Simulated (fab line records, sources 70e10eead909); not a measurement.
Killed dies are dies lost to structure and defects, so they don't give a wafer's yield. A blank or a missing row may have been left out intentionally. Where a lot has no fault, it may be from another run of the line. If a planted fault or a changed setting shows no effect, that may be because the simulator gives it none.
Matching of chambers    flow nand harc    NHARC_A_M1_DEP_33 on pecvd-03 has 3 sister chambers
The step deposits SiCN, target thk 30 nm. 16 wafers are shown with their chamber, then 8 later ones without.

WAFERS, EACH WITH ITS CHAMBER
wafer   chamber  heater power w (W)  rf fwd power W (W)
L075.1  0        522                 448.2
L075.4  0        531                 449.9
L075.5  2        446                 447.6
L078.1  1        566                 449.1
L078.3  0        564                 449.5
L078.5  0        559                 449.6
L077.2  1        553                 449.7
L077.4  1        539                 449.6
L077.6  2        449                 446.9
L084.1  2        543                 451.1
L084.3  1        556                 448.4
L084.4  2        537                 447.6
L090.4  1        620                 446.6
L090.5  0        511                 446.7
L090.6  2        524                 449.1
L087.1  0        435                 450.0

SIGNATURES, as means of the wafers listed above
reading         chamber 0  chamber 1  chamber 2  scatter within a chamber
heater power w  520.33     566.80     499.80     43.1
rf fwd power W  448.983    448.680    448.460    1.42
Rule: distance of a wafer from a chamber = root of the sum over the readings of ((wafer's reading minus chamber's mean) / reading's scatter) squared. If the next closest chamber is less than 2 further off than the closest, the wafer can't be placed; otherwise it belongs to the closest. The scatter is the square root of a quotient: the sum, over the shown wafers, of each reading's squared deviation from its chamber's mean, divided by wafers minus chambers.

WAFERS WITHOUT THEIR CHAMBER
wafer   heater power w (W)  rf fwd power W (W)
L087.4  606                 448.8
L087.6  451                 450.2
L095.1  517                 445.3
L095.2  525                 450.5
L095.4  526                 448.6
L094.3  524                 449.6
L094.4  547                 450.2
L094.6  564                 449.8

WHICH CHAMBER EACH WENT THROUGH
wafer   from the rows above           in truth
L087.4  can't be placed: 1 or 0 or 2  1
L087.6  can't be placed: 2 or 0 or 1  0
L095.1  can't be placed: 2 or 0 or 1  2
L095.2  can't be placed: 0 or 2 or 1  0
L095.4  can't be placed: 0 or 2 or 1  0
L094.3  can't be placed: 0 or 2 or 1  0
L094.4  can't be placed: 0 or 1 or 2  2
L094.6  can't be placed: 1 or 0 or 2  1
0 of 8 placed correctly. Can't be placed from these rows: 8 (the true chamber is among the candidates in 8). Number placed wrongly: 0.
